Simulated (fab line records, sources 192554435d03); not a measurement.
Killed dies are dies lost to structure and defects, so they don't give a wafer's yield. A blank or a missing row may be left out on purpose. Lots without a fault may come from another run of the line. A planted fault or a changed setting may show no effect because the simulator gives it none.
A struck lot beside a sound one | flow n5_finfet | 14 steps out of a route of 1938
Sound: wafers L814.1, L814.3, L814.5. Struck: wafers L809.2, L809.3, L809.5. The cause comes at the end.
At each step with rows: each side's tool, then ch and its chambers, then its first start. Under that, the readings that differ: sound wafers | struck wafers | difference of the means | sigmas: that difference in standard deviations of wafers without a fault.
alike: readings whose means differ by less than 2 such deviations, and words and numbers that are the same on both sides. not compared: withheld readings, readings that some wafer has no value for, bounds like >300 that may hide the same value, and numbers for which the record gives no deviation and whose values overlap.
The two part at a step that has a row with sigmas, a row that says differs or no value, or rows on one side only. Numbers that don't overlap but have no deviation are shown without sigmas and don't part them. A reading that every wafer of one side lacks parts them only if that side has two wafers or more.

first, 10 steps without rows for these wafers: N5_FIN_SAQP_DESCUM_21 (chemistry O2, time 7.9 s); N5_FIN_SAQP_ETCH_51 (etches SiARC in CF4, target depth 45.5 nm, time 75.8 s); N5_FIN_SAQP_ETCH_52 (etches SOC in N2/H2, target depth 100 nm, overetch 20 nm, time 150 s); N5_FIN_SAQP_STRIP_53 (strips in N2/H2); N5_FIN_SAQP_HM_OPEN_73 (chemistry CHF3/O2, target SiO2, stops on a-Si, target depth 12 nm, time 16.8 s); N5_FIN_SAQP_STRIP_74 (strips in CHF3/O2); N5_FIN_SAQP_MANDREL_ETCH_22 (etches a-Si in HBr/Cl2, stops on SiNx, target depth 60 nm, bt time 10 s, time 30 s); N5_FIN_SAQP_STRIP_55 (strips in N2/H2); N5_FIN_SAQP_STRIP_23 (strips in SPM, time 750 s); N5_FIN_SAQP_SRD_66 (time 30 s).
N5_FIN_SAQP_RECESS_75: chemistry HF/NH3, target SiO2, target depth 14.4 nm, afs cycles 3, sublimation time 60 s.
  sound on vapor_etch-02 ch 0,1, day 5 23:35; struck on vapor_etch-01 ch 0, day 4 16:26
  no value came back on the struck wafers for afs_cycles, drypump_motor_current_A (A), foreline_p_Torr (Torr); on the sound wafers afs_cycles reads 3 3 3
  reading                                      | sound | struck           | difference | sigmas
  model.SiO2_of_FIN_SAQP_HM_DEP_72.thk_nm (nm) | 0 0 0 | 11.49 11.86 11.8 | +11.72     |
then, 1 step without rows for these wafers: N5_FIN_SAQP_SPACER1_ALD_24 (deposits SiO2, target thk 20.3 nm, pulse time 1 s, purge time 2 s).
N5_BEOL_M4_RC_MEAS_101:
  the record has rows for the sound wafers here (prober-01 ch 0, day 14 03:51) and none for the struck ones
-- the record jumps here: 13 days lie between the struck wafers' starts before and after (it left off in module BEOL_M4 and takes up again in module PASSIVATION, whose first step shown is number 1936 of the route) --
N5_PASSIVATION_PROBE_49:
  the record has rows for the struck wafers here (prober-01, day 17 23:05) and none for the sound ones

WHERE THEY PART
First at N5_FIN_SAQP_RECESS_75; last, within this record, at N5_PASSIVATION_PROBE_49.

WHY: what the simulator had put in
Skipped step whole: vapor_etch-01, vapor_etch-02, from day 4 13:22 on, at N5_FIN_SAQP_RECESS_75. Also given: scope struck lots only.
